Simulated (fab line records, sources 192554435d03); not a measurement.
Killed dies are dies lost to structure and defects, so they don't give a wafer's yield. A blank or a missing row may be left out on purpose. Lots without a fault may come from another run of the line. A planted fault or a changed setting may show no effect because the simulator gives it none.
Which tool did it? | flow n5_finfet | 11 lots, 33 wafers sampled, at 2 steps of a route of 1938

WHAT THE GAUGES READ, wafer by wafer
N5_BEOL_M11_OCD_MEAS_38. Usual: trench_depth_nm 149.0 nm, standard deviation 1.8.
lot  | measured     | on     | trench_depth_nm (nm) | flag
L332 | day 10 09:23 | ocd-02 | 148.8 147.4 150.8    |
L334 | day 11 03:14 | ocd-01 | 151.0 153.2 150.3    |
L333 | day 11 03:34 | ocd-01 | 149.2 149.4 148.0    |
L337 | day 11 15:25 | ocd-02 | 146.1 147.1 151.0    |
L341 | day 13 04:10 | ocd-02 | 147.0 148.2 147.2    |
L343 | day 14 00:49 | ocd-01 | 152.8 152.0 149.8    |
L345 | day 14 01:17 | ocd-02 | 149.0 148.6 151.1    |
L351 | day 15 11:21 | ocd-01 | 151.3 152.7 152.6    |
L352 | day 15 14:23 | ocd-02 | 145.9 148.5 149.3    |
L354 | day 16 07:07 | ocd-02 | 149.4 150.7 151.3    |
L353 | day 16 07:56 | ocd-01 | 147.4 145.2 146.5    |

WHICH TOOL RAN EACH LOT (tool, then ch and the chambers of the sampled wafers, then the start)
lot  | N5_BEOL_M11_TRENCH_ETCH_37
L332 | rie_diel-03 ch 0,1,3, day 10 09:23 or earlier
L334 | rie_diel-01 ch 0,1,2, day 11 03:14 or earlier
L333 | rie_diel-04 ch 0,2,3, day 11 03:34 or earlier
L337 | rie_diel-04 ch 1,3, day 11 15:25 or earlier
L341 | rie_diel-03 ch 1,2,3, day 13 04:10 or earlier
L343 | rie_diel-01 ch 1,2,3, day 14 00:49 or earlier
L345 | rie_diel-01 ch 0,2,3, day 14 01:17 or earlier
L351 | rie_diel-04 ch 1,3, day 15 11:21 or earlier
L352 | rie_diel-03 ch 0,1,3, day 15 14:23 or earlier
L354 | rie_diel-01 ch 1,2,3, day 16 07:07 or earlier
L353 | rie_diel-03 ch 0,1,3, day 16 07:56 or earlier
- N5_BEOL_M11_TRENCH_ETCH_37: etches SiCOH lowk in C4F6/O2, target depth 148.83 nm, time 48 s.

WHAT THE TOOLS THEMSELVES READ (means of the sampled wafers that have a number; where no wafer has one, the mark that the record gives instead)
N5_BEOL_M11_TRENCH_ETCH_37. Usual: drypump_motor_current_A 5.8 A, standard deviation 0.6; oes_product_au 0.79 a.u., standard deviation 0.09; rf_vpp_V 666 V, standard deviation 7.7; showerhead_plenum_p_Torr 2.87 Torr, standard deviation 0.11; throttle_valve_pct 20.90 %, standard deviation 0.19.
lot  | tool        | drypump_motor_current_A (A) | oes_product_au (a.u.) | rf_vpp_V (V) | showerhead_plenum_p_Torr (Torr) | throttle_valve_pct (%) | flag
L332 | rie_diel-03 | 5.9                         | 0.78                  | 671          | 2.90                            | 20.80                  |
L334 | rie_diel-01 | 5.7                         | 0.92                  | 663          | 2.90                            | 20.85                  |
L333 | rie_diel-04 | 6.1                         | 0.71                  | 661          | 2.82                            | 21.00                  |
L337 | rie_diel-04 | 6.3                         | 0.74                  | 661          | 2.76                            | 20.82                  |
L341 | rie_diel-03 | 6.0                         | 0.75                  | 672          | 2.92                            | 20.95                  |
L343 | rie_diel-01 | 5.8                         | 0.84                  | 670          | 2.81                            | 20.91                  |
L345 | rie_diel-01 | 6.2                         | 0.83                  | 665          | 2.84                            | 20.83                  |
L351 | rie_diel-04 | 5.9                         | 0.89                  | 668          | 2.94                            | 20.81                  |
L352 | rie_diel-03 | 5.9                         | 0.74                  | 670          | 2.88                            | 20.87                  |
L354 | rie_diel-01 | 5.8                         | 0.82                  | 669          | 2.80                            | 20.94                  |
L353 | rie_diel-03 | 5.9                         | 0.73                  | 670          | 2.88                            | 20.87                  |

THE ANSWER, worked out from the rows above alone
Rule: a lot is off if the mean of its wafers that have a number lies more than 3 standard deviations from the usual mean. A lot without any number at a reading at which 4 lots or more have one is off too. The other lots that the step has rows for count as sound. The gauges are gone through in route order, then the tools' own readings, and for those a lot's mean is taken as printed above. The first step at which some lot is off is used, and at that step the reading that is off furthest; a lot without a number counts as furthest.
No lot is off at any reading shown: from this, nothing can be told.

WHAT THE SIMULATOR HAD PUT IN
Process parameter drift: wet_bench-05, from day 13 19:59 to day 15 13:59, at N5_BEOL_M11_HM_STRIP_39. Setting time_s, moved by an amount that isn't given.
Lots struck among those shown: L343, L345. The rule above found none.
